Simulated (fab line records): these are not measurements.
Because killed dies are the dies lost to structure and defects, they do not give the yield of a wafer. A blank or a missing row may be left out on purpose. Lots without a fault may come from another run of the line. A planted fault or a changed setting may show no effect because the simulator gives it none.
fab line records	flow n5-finfet
record: lots: 12	wafers: 36	last-day: 17
route steps=1938 shown BEOL_M15@1805 MIM_TOP@1835 MIM_TOP_LITHO@1847 PASSIVATION@1936
lots that met no fault: from a run of the same line without faults
start-h: hours from the record's opening day to when the first of the lot's shown wafers began	wait-h: time in hours since the lot's previous step	" the same as in the row above	L1.1+2: a single row standing in for several wafers	- value missing, or start not given	* or withheld: withheld	< > ~ a bound
route shown NAME@n: a module of which the file shows steps, and the number in the route of the first	usual: mean and standard deviation over wafers with no fault	same: alike in all rows	chamber/n: place in a boat	sites: each site's reading	_std_site: standard deviation across them	_edge_site: inner sites' mean taken away from outer sites' mean	radius-mm: for every site, how far away it sits from the centre of the wafer	mask NAME#n: copy n	behind: the most recent tool/chamber to have shaped the wafer	hold: why the lot went on hold/how many hours it stayed there/how the hold came to an end	device: names the non-switching transistor (n, p or np)	end of line: the route-end tests of the same wafers	a step without rows: its recipe alone	killed: dies that structure and defects cost at the first sort, which is not the same as the wafer's yield	map: dies across one wafer; x = killed, . = not, _ = none there
set.NAME: the setting as run; set.NAME@STEP: as run at that earlier step	model.NAME: the simulator's own value behind a step, which no gauge read
steps of the route over a sample of lots; a table a step, a row a wafer
services: from which hour (start-h, from the record's first day; less than 0 if before it) a tool's chamber was out of use, for how many hours, and why
== steps ==
step: N5_BEOL_M15_OVL_MEAS_29
recipe: points-per-wafer: 44
usual: M15_OVL: -3/6.6
same: points-per-wafer: 44
lot.wafer	tool	chamber	start-h	wait-h	M15_OVL[nm]
L326.1	overlay-02	0	255.86	0.0	-8
L326.2	"	0	"	"	-10
L326.4	"	0	"	"	-10
L328.2	overlay-01	0	275.27	0.0	-1
L328.3	"	0	"	"	-5
L328.5	"	0	"	"	0
L331.1	overlay-01	0	294.22	0.0	-12
L331.3	"	0	"	"	-6
L331.4	"	0	"	"	-8
L329.2	overlay-01	0	296.39	0.0	-2
L329.5	"	0	"	"	-4
L329.6	"	0	"	"	0
L330.1	overlay-02	0	301.33	0.0	6
L330.5	"	0	"	"	4
L330.6	"	0	"	"	6
L334.3	overlay-02	0	305.31	0.0	-6
L334.4	"	0	"	"	-10
L334.6	"	0	"	"	-11
L341.1	overlay-02	0	339.29	0.0	-8
L341.3	"	0	"	"	2
L341.4	"	0	"	"	-3
L343.2	overlay-01	0	348.22	0.0	6
L343.3	"	0	"	"	10
L343.5	"	0	"	"	-2
L345.3	overlay-01	0	355.21	0.0	-3
L345.4	"	0	"	"	-11
L345.5	"	0	"	"	-5
L348.1	overlay-02	0	393.39	0.0	1
L348.3	"	0	"	"	13
L348.5	"	0	"	"	7
L349.3	overlay-02	0	397.90	0.0	-5
L349.4	"	0	"	"	-7
L349.6	"	0	"	"	-4
L347.1	overlay-01	0	402.21	0.0	0
L347.3	"	0	"	"	0
L347.4	"	0	"	"	-11
step: N5_MIM_TOP_ALD_01
recipe: material: HfO2	target-thk-a: 56	temp-c: withheld	ald-precursor-family: Hf-amide	ald-co-reactant: O3	pulse-time-s: 1	purge-time-s: 3	co-reactant-purge-time-s: 2	co-reactant-pulse-time-s: 3	ald-cycles: 62
usual: ald-cycles: 62/0	precursor-pulse-height-rel: 0.999/0.02
lot.wafer	tool	chamber	start-h	wait-h	ald-cycles	precursor-pulse-height-rel
L326.1	ald-hk-01	1	260	-	62	1.000
L326.2	"	0	"	"	62	0.973
L326.4	"	2	"	"	62	0.983
L328.2	ald-hk-01	0	280	-	62	0.995
L328.3	"	3	"	"	62	0.972
L328.5	"	2	"	"	62	0.981
L329.2	ald-hk-01	3	304	-	62	1.009
L329.5	"	0	"	"	62	0.963
L329.6	"	1	"	"	62	1.020
L331.1	ald-hk-02	2	305	-	62	1.013
L331.3	"	0	"	"	62	1.010
L331.4	"	1	"	"	62	0.992
L330.1	ald-hk-03	2	309	-	62	0.949
L330.5	"	3	"	"	62	0.995
L330.6	"	2	"	"	62	0.989
L334.3	ald-hk-01	1	310	-	32	1.001
L334.4	"	2	"	"	62	0.977
L334.6	"	1	"	"	62	0.991
L341.1	ald-hk-02	1	348	-	62	1.002
L341.3	"	3	"	"	62	1.015
L341.4	"	2	"	"	62	0.998
L343.2	ald-hk-02	3	355	-	62	0.990
L343.3	"	0	"	"	62	0.983
L343.5	"	1	"	"	62	1.022
L345.3	ald-hk-02	0	364	-	62	1.013
L345.4	"	3	"	"	62	0.997
L345.5	"	1	"	"	62	1.030
L348.1	ald-hk-01	1	397	-	62	0.994
L348.3	"	0	"	"	62	0.997
L348.5	"	3	"	"	62	1.038
L349.3	ald-hk-03	1	403	-	62	1.013
L349.4	"	3	"	"	62	0.997
L349.6	"	1	"	"	62	0.982
L347.1	ald-hk-01	2	407	-	62	1.013
L347.3	"	1	"	"	62	1.015
L347.4	"	0	"	"	62	1.032
step: N5_MIM_TOP_SPUTTER_03
recipe: material: TiN	target-thk-a: 350	temp-c: 200	power-w: 3000	chamber-pressure-pa: 0.49996	gas: Ar	reactive-partial-pa: 0.37997	time-s: 89.7
usual: throttle-valve-pct: 30.4/0.96
lot.wafer	tool	chamber	start-h	wait-h	throttle-valve-pct
L326.1	pvd-sputter-01	-	261.43	0.0	32.8
L326.2	"	-	"	"	31.2
L326.4	"	-	"	"	30.4
L328.2	pvd-sputter-03	-	282.23	0.0	28.5
L328.3	"	-	"	"	31.0
L328.5	"	-	"	"	30.6
L329.2	pvd-sputter-01	-	305.88	0.0	30.3
L329.5	"	-	"	"	30.3
L329.6	"	-	"	"	30.2
L331.1	pvd-sputter-01	-	306.00	0.0	30.1
L331.3	"	-	"	"	31.5
L331.4	"	-	"	"	32.6
L330.1	pvd-sputter-02	-	309.79	0.0	30.1
L330.5	"	-	"	"	30.5
L330.6	"	-	"	"	29.6
L334.3	pvd-sputter-02	-	311.95	0.0	29.9
L334.4	"	-	"	"	30.6
L334.6	"	-	"	"	30.4
L341.1	pvd-sputter-03	-	349.43	0.0	28.7
L341.3	"	-	"	"	30.6
L341.4	"	-	"	"	29.1
L343.2	pvd-sputter-01	-	356.71	0.0	31.1
L343.3	"	-	"	"	30.3
L343.5	"	-	"	"	30.6
L345.3	pvd-sputter-03	-	365.20	0.0	28.4
L345.4	"	-	"	"	28.7
L345.5	"	-	"	"	28.7
L348.1	pvd-sputter-02	-	399.07	0.0	30.1
L348.3	"	-	"	"	30.8
L348.5	"	-	"	"	30.5
L349.3	pvd-sputter-01	-	404.12	0.0	30.6
L349.4	"	-	"	"	30.2
L349.6	"	-	"	"	30.3
L347.1	pvd-sputter-02	-	408.04	0.0	30.7
L347.3	"	-	"	"	30.6
L347.4	"	-	"	"	30.2
step: N5_MIM_TOP_LITHO_CD_MEAS_08
recipe: target-cd-nm: 2000	landing-energy-ev: 500	detector: se-inlens
usual: cd-nm: 1999.6/1.6
same: landing-energy-ev: 500
lot.wafer	tool	chamber	start-h	wait-h	cd-nm
L326.1	cd-sem-02	0	261.95	-	1999.2
L326.2	"	0	"	"	1998.4
L326.4	"	0	"	"	1998.8
L328.2	cd-sem-01	0	282.75	-	2000.2
L328.3	"	0	"	"	2000.3
L328.5	"	0	"	"	2001.5
L329.2	cd-sem-02	0	306.40	-	1998.7
L329.5	"	0	"	"	1998.5
L329.6	"	0	"	"	1996.4
L331.1	cd-sem-01	0	306.56	-	1997.7
L331.3	"	0	"	"	1998.6
L331.4	"	0	"	"	1999.2
L330.1	cd-sem-03	0	310.31	-	2000.6
L330.5	"	0	"	"	2000.6
L330.6	"	0	"	"	1999.8
L334.3	cd-sem-03	0	312.35	-	2001.3
L334.4	"	0	"	"	2000.5
L334.6	"	0	"	"	2002.3
L341.1	cd-sem-01	0	349.82	-	2000.5
L341.3	"	0	"	"	1997.7
L341.4	"	0	"	"	2000.4
L343.2	cd-sem-01	0	357.23	-	2001.4
L343.3	"	0	"	"	2000.2
L343.5	"	0	"	"	1998.5
L345.3	cd-sem-02	0	365.60	-	2001.2
L345.4	"	0	"	"	2001.9
L345.5	"	0	"	"	1998.1
L348.1	cd-sem-03	0	399.58	-	1999.3
L348.3	"	0	"	"	1998.6
L348.5	"	0	"	"	1999.3
L349.3	cd-sem-03	0	404.51	-	1995.5
L349.4	"	0	"	"	2002.3
L349.6	"	0	"	"	1999.4
L347.1	cd-sem-01	0	408.56	-	1999.1
L347.3	"	0	"	"	1998.0
L347.4	"	0	"	"	2000.9
step: N5_PASSIVATION_PROBE_49
usual: defect-limited-yield: 91.6/1.2	killed_at_M0_to_M3: 33/9.4	killed_at_M4_up: 13/5.2	killed-at-contacts: 13/5.6	killed-at-front-end: 37/9.5	killed-at-other: 4/3.1	killed-dies: 99/15	killed-on-rim: 13/3.6	killed-open: 65/11	killed-short: 32/7.5	sort_bin_5_function: 4.9/0.77	sort_bin_6_memory: 3.1/0.65	sort-n-pass: 1081/15	sort-yield-pct: 91.6/1.2
same: gross-dies: 1180	killed-at-back-side: 0	sort_bin_4_leakage[%]: 0	sort_bin_8_speed[%]: 0
lot.wafer	tool	chamber	start-h	wait-h	defect-limited-yield[%]	killed_at_M0_to_M3	killed_at_M4_up	killed-at-contacts	killed-at-front-end	killed-at-other	killed-dies	killed-on-rim	killed-open	killed-short	sort_bin_5_function[%]	sort_bin_6_memory[%]	sort-n-pass	sort-yield-pct[%]
L326.1	prober-02	-	272.32	0.0	91.6	42	15	10	31	1	99	15	71	28	4.9	3.2	1081	91.6
L326.2	prober-02	-	272.37	0.1	91.9	34	16	21	21	4	96	12	78	18	4.7	3.3	1084	91.9
L326.4	prober-02	-	272.47	0.2	92.1	53	8	13	16	3	93	10	64	29	4.7	2.8	1087	92.1
L328.2	prober-01	-	292.36	0.1	92.8	32	7	12	34	0	85	8	58	25	4.0	3.1	1095	92.8
L328.3	prober-01	-	292.41	0.1	91.1	28	12	16	48	1	105	16	79	25	4.9	3.9	1075	91.1
L328.5	prober-01	-	292.51	0.2	91.9	24	13	19	37	3	96	4	57	31	4.3	2.7	1084	91.9
L331.1	prober-01	-	316.16	0.0	93.2	16	12	21	31	0	80	11	54	26	4.4	2.1	1100	93.2
L331.3	prober-01	-	316.26	0.1	91.9	24	7	26	38	1	96	14	69	24	5.3	2.5	1084	91.9
L331.4	prober-01	-	316.31	0.2	93.2	22	10	14	33	1	80	11	59	21	3.9	2.7	1100	93.2
L329.2	prober-02	-	317.64	0.1	92.4	26	14	12	35	3	90	12	64	26	4.2	3.2	1090	92.4
L329.5	prober-02	-	317.79	0.2	94.0	18	5	14	30	4	71	8	41	30	3.6	2.1	1109	94.0
L329.6	prober-02	-	317.84	0.3	90.8	21	13	22	48	4	108	14	77	30	5.8	3.2	1072	90.8
L334.3	prober-01	-	321.90	0.1	93.1	30	12	3	36	0	81	11	52	24	4.1	2.3	1099	93.1
L334.4	prober-01	-	321.95	0.2	90.8	31	23	7	47	1	109	15	83	26	5.3	3.8	1071	90.8
L334.6	prober-01	-	322.05	0.3	91.7	33	19	5	40	1	98	11	62	36	5.3	2.8	1082	91.7
L330.1	prober-02	-	322.28	0.0	91.0	34	18	14	39	1	106	12	68	37	4.7	3.9	1074	91.0
L330.5	prober-02	-	322.48	0.2	93.4	34	12	8	23	1	78	11	54	23	3.9	2.7	1102	93.4
L330.6	prober-02	-	322.53	0.3	91.9	41	11	17	27	0	96	8	64	31	4.6	3.2	1084	91.9
L341.1	prober-01	-	360.10	0.0	90.3	51	5	7	50	2	115	10	74	41	5.8	3.6	1065	90.3
L341.3	prober-01	-	360.20	0.1	91.9	40	4	5	38	8	95	14	65	30	4.2	3.6	1085	91.9
L341.4	prober-01	-	360.25	0.2	89.2	36	14	17	58	2	127	16	86	41	6.2	4.3	1053	89.2
L343.2	prober-01	-	367.37	0.1	89.5	33	11	17	63	0	124	14	76	46	6.0	4.2	1056	89.5
L343.3	prober-01	-	367.42	0.1	91.8	42	15	9	31	0	97	14	68	29	5.3	2.6	1083	91.8
L343.5	prober-01	-	367.52	0.2	88.6	45	8	11	68	2	134	18	88	44	7.1	4.0	1046	88.6
L345.3	prober-01	-	376.43	0.1	92.2	32	13	17	29	1	92	12	63	28	5.1	2.5	1088	92.2
L345.4	prober-01	-	376.48	0.2	88.1	51	15	11	60	3	140	17	83	56	6.3	5.0	1040	88.1
L345.5	prober-01	-	376.53	0.2	90.5	26	13	15	54	4	112	10	72	40	6.2	3.1	1068	90.5
L348.1	prober-01	-	408.84	0.0	90.2	29	14	18	53	2	116	15	83	33	6.1	3.6	1064	90.2
L348.3	prober-01	-	408.94	0.1	92.1	22	4	5	54	8	93	19	61	32	5.0	2.7	1087	92.1
L348.5	prober-01	-	409.04	0.2	92.0	34	17	12	22	9	94	14	60	34	4.7	2.8	1086	92.0
L349.3	prober-01	-	414.24	0.1	91.2	31	20	5	40	8	104	17	67	34	4.9	3.3	1076	91.2
L349.4	prober-01	-	414.29	0.2	89.7	26	16	17	48	15	122	12	66	53	6.4	3.6	1058	89.7
L349.6	prober-01	-	414.39	0.3	92.3	24	18	8	36	5	91	14	56	33	4.0	3.4	1089	92.3
L347.1	prober-02	-	417.47	0.0	89.7	48	10	11	48	5	122	11	83	38	6.1	3.7	1058	89.7
L347.3	prober-02	-	417.57	0.1	91.2	33	9	16	44	2	104	6	77	27	4.9	3.6	1076	91.2
L347.4	prober-02	-	417.62	0.2	91.5	35	15	9	32	9	100	19	64	35	4.5	3.7	1080	91.5
killed by level:class
L326.1 BEOL_M1:geometric-particle:open=15 BEOL_M3:geometric-particle:open=10 BEOL_M4:geometric-particle:open=9 MOL_CONTACT_COAG:geometric-particle:open=7 GATE_CUT:geometric-particle:open=6 GATE_CUT:geometric-particle:short=6 BEOL_M0_SAQP:geometric-particle:short=6 FIN_SAQP:geometric-particle:open=5
L326.2 MOL_CONTACT_COAG:geometric-particle:open=19 BEOL_M2:geometric-particle:open=10 BEOL_M3:geometric-particle:open=7 BEOL_M5:geometric-particle:open=6 STI_FIN_REVEAL:geometric-particle:open=5 GATE_CUT:geometric-particle:open=5 BEOL_M1:geometric-particle:open=5 BEOL_M4:geometric-particle:open=4
L326.4 BEOL_M0_SAQP:geometric-particle:short=13 MOL_CONTACT_COAG:geometric-particle:open=11 BEOL_M0_SAQP:geometric-particle:open=11 BEOL_M2:geometric-particle:open=10 BEOL_M3:geometric-particle:open=8 BEOL_M1:geometric-particle:open=7 DUMMY_GATE:geometric-particle:open=4 STI_FIN_REVEAL:geometric-particle:open=2
L328.2 MOL_CONTACT_COAG:geometric-particle:open=10 BEOL_M1:geometric-particle:open=10 FIN_SAQP:geometric-particle:short=9 FIN_SAQP:geometric-particle:open=7 BEOL_M3:geometric-particle:open=7 STI_FIN_REVEAL:geometric-particle:open=6 BEOL_M0_SAQP:geometric-particle:open=4 STI_FIN_REVEAL:geometric-particle:short=3
L328.3 STI_FIN_REVEAL:geometric-particle:open=17 MOL_CONTACT_COAG:geometric-particle:open=15 BEOL_M3:geometric-particle:open=8 DUMMY_GATE:geometric-particle:open=7 BEOL_M4:geometric-particle:open=7 BEOL_M0_SAQP:geometric-particle:open=6 FIN_SAQP:geometric-particle:open=5 FIN_SAQP:geometric-particle:short=4
L328.5 MOL_CONTACT_COAG:geometric-particle:open=14 FIN_SAQP:geometric-particle:short=6 BEOL_M3:geometric-particle:open=6 HKMG_FIN:area-etch=6 DUMMY_GATE:geometric-particle:open=5 GATE_CUT:geometric-particle:open=5 MOL_CONTACT_COAG:geometric-particle:short=5 FIN_SAQP:geometric-particle:open=4
L331.1 MOL_CONTACT_COAG:geometric-particle:open=15 BEOL_M2:geometric-particle:open=8 STI_FIN_REVEAL:geometric-particle:open=7 MOL_CONTACT_COAG:geometric-particle:short=6 DUMMY_GATE:geometric-particle:open=5 FIN_SAQP:geometric-particle:open=3 BEOL_M4:geometric-particle:open=3 BEOL_M6:geometric-particle:open=3
L331.3 MOL_CONTACT_COAG:geometric-particle:open=23 BEOL_M2:geometric-particle:open=7 FIN_SAQP:geometric-particle:open=6 FIN_SAQP:geometric-particle:short=6 BEOL_M0_SAQP:geometric-particle:short=6 BEOL_M0_SAQP:geometric-particle:open=6 DUMMY_GATE:geometric-particle:open=5 GATE_CUT:geometric-particle:open=5
L331.4 MOL_CONTACT_COAG:geometric-particle:open=12 STI_FIN_REVEAL:geometric-particle:open=8 BEOL_M2:geometric-particle:open=8 FIN_SAQP:geometric-particle:open=7 BEOL_M0_SAQP:geometric-particle:open=7 DUMMY_GATE:geometric-particle:open=4 STI_FIN_REVEAL:geometric-particle:short=3 GATE_CUT:geometric-particle:short=3
L329.2 MOL_CONTACT_COAG:geometric-particle:open=10 DUMMY_GATE:geometric-particle:open=9 BEOL_M3:geometric-particle:open=7 BEOL_M4:geometric-particle:open=7 BEOL_M0_SAQP:geometric-particle:short=6 FIN_SAQP:geometric-particle:short=4 FIN_SAQP:geometric-particle:open=4 STARTING-WAFER:geometric-particle:short=4
L329.5 FIN_SAQP:geometric-particle:short=10 MOL_CONTACT_COAG:geometric-particle:open=8 MOL_CONTACT_COAG:geometric-particle:short=6 BEOL_M1:geometric-particle:open=6 FIN_SAQP:geometric-particle:open=5 STARTING-WAFER:geometric-particle:open=4 BEOL_M0:geometric-particle:open=3 BEOL_M3:geometric-particle:open=3
L329.6 STI_FIN_REVEAL:geometric-particle:open=17 MOL_CONTACT_COAG:geometric-particle:open=17 FIN_SAQP:geometric-particle:open=8 BEOL_M3:geometric-particle:open=8 FIN_SAQP:geometric-particle:short=6 BEOL_M4:geometric-particle:open=6 MOL_CONTACT_COAG:geometric-particle:short=5 STARTING-WAFER:geometric-particle:open=4
L334.3 FIN_SAQP:geometric-particle:open=9 BEOL_M3:geometric-particle:open=8 BEOL_M2:geometric-particle:open=6 BEOL_M4:geometric-particle:open=5 BEOL_M0_SAQP:geometric-particle:short=5 BEOL_M0:geometric-particle:open=4 BEOL_M4:geometric-particle:short=4 STARTING-WAFER:geometric-particle:open=4
L334.4 STI_FIN_REVEAL:geometric-particle:open=15 BEOL_M3:geometric-particle:open=12 FIN_SAQP:geometric-particle:open=10 BEOL_M4:geometric-particle:open=9 BEOL_M5:geometric-particle:open=8 FIN_SAQP:geometric-particle:short=7 DUMMY_GATE:geometric-particle:open=6 BEOL_M0_SAQP:geometric-particle:open=6
L334.6 FIN_SAQP:geometric-particle:short=12 BEOL_M0_SAQP:geometric-particle:open=10 BEOL_M0_SAQP:geometric-particle:short=8 STI_FIN_REVEAL:geometric-particle:open=7 BEOL_M4:geometric-particle:open=7 BEOL_M2:geometric-particle:open=6 BEOL_M3:geometric-particle:open=6 FIN_SAQP:geometric-particle:open=5
L330.1 BEOL_M4:geometric-particle:open=13 MOL_CONTACT_COAG:geometric-particle:open=8 GATE_CUT:geometric-particle:short=8 BEOL_M2:geometric-particle:open=8 BEOL_M0_SAQP:geometric-particle:short=7 BEOL_M0_SAQP:geometric-particle:open=6 FIN_SAQP:geometric-particle:open=5 STI_FIN_REVEAL:geometric-particle:short=5
L330.5 BEOL_M0_SAQP:geometric-particle:open=8 MOL_CONTACT_COAG:geometric-particle:open=7 BEOL_M3:geometric-particle:open=7 STI_FIN_REVEAL:geometric-particle:open=6 BEOL_M0_SAQP:geometric-particle:short=6 BEOL_M1:geometric-particle:open=5 DUMMY_GATE:geometric-particle:open=4 BEOL_M4:geometric-particle:short=4
L330.6 BEOL_M3:geometric-particle:open=15 MOL_CONTACT_COAG:geometric-particle:open=12 BEOL_M0_SAQP:geometric-particle:open=8 BEOL_M2:geometric-particle:open=8 STI_FIN_REVEAL:geometric-particle:open=6 SPACER0:geometric-particle:short=6 MOL_CONTACT_COAG:geometric-particle:short=4 BEOL_M3:geometric-particle:short=4
L341.1 BEOL_M3:geometric-particle:open=14 FIN_SAQP:geometric-particle:short=10 BEOL_M1:geometric-particle:open=9 DUMMY_GATE:geometric-particle:open=7 MOL_CONTACT_COAG:geometric-particle:open=7 BEOL_M0_SAQP:geometric-particle:short=7 STI_FIN_REVEAL:geometric-particle:open=6 BEOL_M0_SAQP:geometric-particle:open=6
L341.3 FIN_SAQP:geometric-particle:open=15 BEOL_M1:geometric-particle:open=14 BEOL_M1:geometric-particle:short=8 MOL_CONTACT_COAG:geometric-particle:open=5 BEOL_M0_SAQP:geometric-particle:open=5 BEOL_M0:geometric-particle:open=5 GATE_CUT:geometric-particle:short=4 BEOL_M2:geometric-particle:open=4
L341.4 FIN_SAQP:geometric-particle:open=14 MOL_CONTACT_COAG:geometric-particle:open=12 STI_FIN_REVEAL:geometric-particle:open=11 FIN_SAQP:geometric-particle:short=10 BEOL_M0:geometric-particle:open=9 BEOL_M4:geometric-particle:open=9 DUMMY_GATE:geometric-particle:open=6 BEOL_M3:geometric-particle:open=6
L343.2 STI_FIN_REVEAL:geometric-particle:open=21 FIN_SAQP:geometric-particle:short=16 MOL_CONTACT_COAG:geometric-particle:open=12 BEOL_M1:geometric-particle:open=10 BEOL_M0_SAQP:geometric-particle:open=8 GATE_CUT:geometric-particle:short=6 BEOL_M1:geometric-particle:short=6 MOL_CONTACT_COAG:geometric-particle:short=5
L343.3 BEOL_M3:geometric-particle:open=10 BEOL_M0_SAQP:geometric-particle:open=9 STARTING-WAFER:geometric-particle:open=7 MOL_CONTACT_COAG:geometric-particle:open=7 STI_FIN_REVEAL:geometric-particle:open=5 BEOL_M0_SAQP:geometric-particle:short=5 BEOL_M0:geometric-particle:open=5 BEOL_M4:geometric-particle:open=5
L343.5 STI_FIN_REVEAL:geometric-particle:open=13 BEOL_M0_SAQP:geometric-particle:open=13 BEOL_M3:geometric-particle:open=11 FIN_SAQP:geometric-particle:open=10 MOL_CONTACT_COAG:geometric-particle:open=10 FIN_SAQP:geometric-particle:short=9 GATE_CUT:geometric-particle:short=9 BEOL_M0_SAQP:geometric-particle:short=9
L345.3 MOL_CONTACT_COAG:geometric-particle:open=16 BEOL_M3:geometric-particle:open=10 FIN_SAQP:geometric-particle:short=6 STI_FIN_REVEAL:geometric-particle:open=5 BEOL_M0_SAQP:geometric-particle:open=5 STARTING-WAFER:geometric-particle:short=5 BEOL_M0_SAQP:geometric-particle:short=4 BEOL_M4:geometric-particle:open=4
L345.4 FIN_SAQP:geometric-particle:open=18 FIN_SAQP:geometric-particle:short=16 BEOL_M0_SAQP:geometric-particle:short=12 BEOL_M3:geometric-particle:open=9 MOL_CONTACT_COAG:geometric-particle:open=9 BEOL_M0_SAQP:geometric-particle:open=9 GATE_CUT:geometric-particle:short=8 BEOL_M1:geometric-particle:open=8
L345.5 MOL_CONTACT_COAG:geometric-particle:open=15 FIN_SAQP:geometric-particle:short=14 STI_FIN_REVEAL:geometric-particle:open=10 FIN_SAQP:geometric-particle:open=9 BEOL_M0_SAQP:geometric-particle:open=7 BEOL_M0_SAQP:geometric-particle:short=7 BEOL_M3:geometric-particle:open=6 BEOL_M4:geometric-particle:open=5
L348.1 MOL_CONTACT_COAG:geometric-particle:open=16 STI_FIN_REVEAL:geometric-particle:open=15 BEOL_M2:geometric-particle:open=13 FIN_SAQP:geometric-particle:open=8 BEOL_M4:geometric-particle:open=8 BEOL_M0_SAQP:geometric-particle:short=7 FIN_SAQP:geometric-particle:short=5 STI_FIN_REVEAL:geometric-particle:short=5
L348.3 FIN_SAQP:geometric-particle:open=18 FIN_SAQP:geometric-particle:short=9 BEOL_M2:geometric-particle:open=7 STI_FIN_REVEAL:geometric-particle:open=6 BEOL_M0_SAQP:geometric-particle:short=6 STARTING-WAFER:geometric-particle:short=6 MOL_CONTACT_COAG:geometric-particle:open=5 BEOL_M1:geometric-particle:open=5
L348.5 BEOL_M4:geometric-particle:open=11 BEOL_M0_SAQP:geometric-particle:short=11 MOL_CONTACT_COAG:geometric-particle:open=8 BEOL_M3:geometric-particle:open=7 STI_FIN_REVEAL:geometric-particle:open=5 PASS1_CAP:geometric-particle:open=5 DUMMY_GATE:geometric-particle:open=4 MOL_CONTACT_COAG:geometric-particle:short=4
L349.3 STI_FIN_REVEAL:geometric-particle:open=14 BEOL_M1:geometric-particle:open=11 BEOL_M4:geometric-particle:open=9 FIN_SAQP:geometric-particle:open=6 BEOL_M2:geometric-particle:open=6 FIN_SAQP:geometric-particle:short=5 MOL_CONTACT_COAG:geometric-particle:open=5 BEOL_M0_SAQP:geometric-particle:short=4
L349.4 FIN_SAQP:geometric-particle:short=15 MOL_CONTACT_COAG:geometric-particle:open=11 STI_FIN_REVEAL:geometric-particle:open=8 GATE_CUT:geometric-particle:short=8 BEOL_M2:geometric-particle:open=7 BEOL_M4:geometric-particle:open=7 MOL_CONTACT_COAG:geometric-particle:short=6 BEOL_M1:geometric-particle:open=6
L349.6 FIN_SAQP:geometric-particle:short=9 STI_FIN_REVEAL:geometric-particle:open=8 BEOL_M4:geometric-particle:open=8 FIN_SAQP:geometric-particle:open=6 MOL_CONTACT_COAG:geometric-particle:open=6 BEOL_M0_SAQP:geometric-particle:open=6 BEOL_M2:geometric-particle:open=5 BEOL_M2:geometric-particle:short=4
L347.1 BEOL_M0_SAQP:geometric-particle:open=15 STI_FIN_REVEAL:geometric-particle:open=12 BEOL_M0_SAQP:geometric-particle:short=8 BEOL_M3:geometric-particle:open=8 FIN_SAQP:geometric-particle:short=7 MOL_CONTACT_COAG:geometric-particle:open=7 FIN_SAQP:geometric-particle:open=6 DUMMY_GATE:geometric-particle:open=5
L347.3 MOL_CONTACT_COAG:geometric-particle:open=14 FIN_SAQP:geometric-particle:open=9 STI_FIN_REVEAL:geometric-particle:open=8 BEOL_M3:geometric-particle:open=8 BEOL_M0_SAQP:geometric-particle:short=7 FIN_SAQP:geometric-particle:short=6 BEOL_M1:geometric-particle:open=6 DUMMY_GATE:geometric-particle:open=5
L347.4 STI_FIN_REVEAL:geometric-particle:open=8 MOL_CONTACT_COAG:geometric-particle:open=7 BEOL_M1:geometric-particle:open=7 BEOL_M0:geometric-particle:open=6 BEOL_M1:geometric-particle:short=6 BEOL_M4:geometric-particle:open=6 FIN_SAQP:geometric-particle:open=5 PASS1_CAP:geometric-particle:short=5
== services ==
tool	chamber	start-h	hours	kind
pvd-sputter-02	-	238.19	1.5	repair
ald-hk-01	-	239.12	0.5	repair
ald-hk-02	-	240.16	8.7	pm
pvd-sputter-02	-	285.64	5.0	repair
ald-hk-01	-	299.28	0.7	repair
ald-hk-03	-	311.44	0.2	repair
ald-hk-03	-	321.03	2.6	repair
ald-hk-03	-	332.25	8.7	pm
pvd-sputter-03	-	338.72	1.8	repair
ald-hk-02	-	377.71	2.8	pm
pvd-sputter-01	-	400.66	0.8	repair
pvd-sputter-03	-	404.95	2.1	repair
== key ==
first-sign: step: N5_MIM_TOP_ALD_01	reading: ald-cycles	direction: down	sigmas: 99+	usual: *	struck: *
effect none on later readings
met-at N5_MIM_TOP_ALD_01
struck-lots L334
struck-wafers L334.3
not-acting-at N5_BEOL_M15_OVL_MEAS_29,N5_MIM_TOP_SPUTTER_03,N5_MIM_TOP_LITHO_CD_MEAS_08
onset-between 304 310
fault: kind: process-parameter-drift	tool: ald-hk-01	chamber: -	onset-h: 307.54	steps: N5_MIM_TOP_ALD_01	channel: ald-cycles	offset: *	shape: step	end-h: 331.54	scope: struck-wafers-only	acts-in: *	stated: *
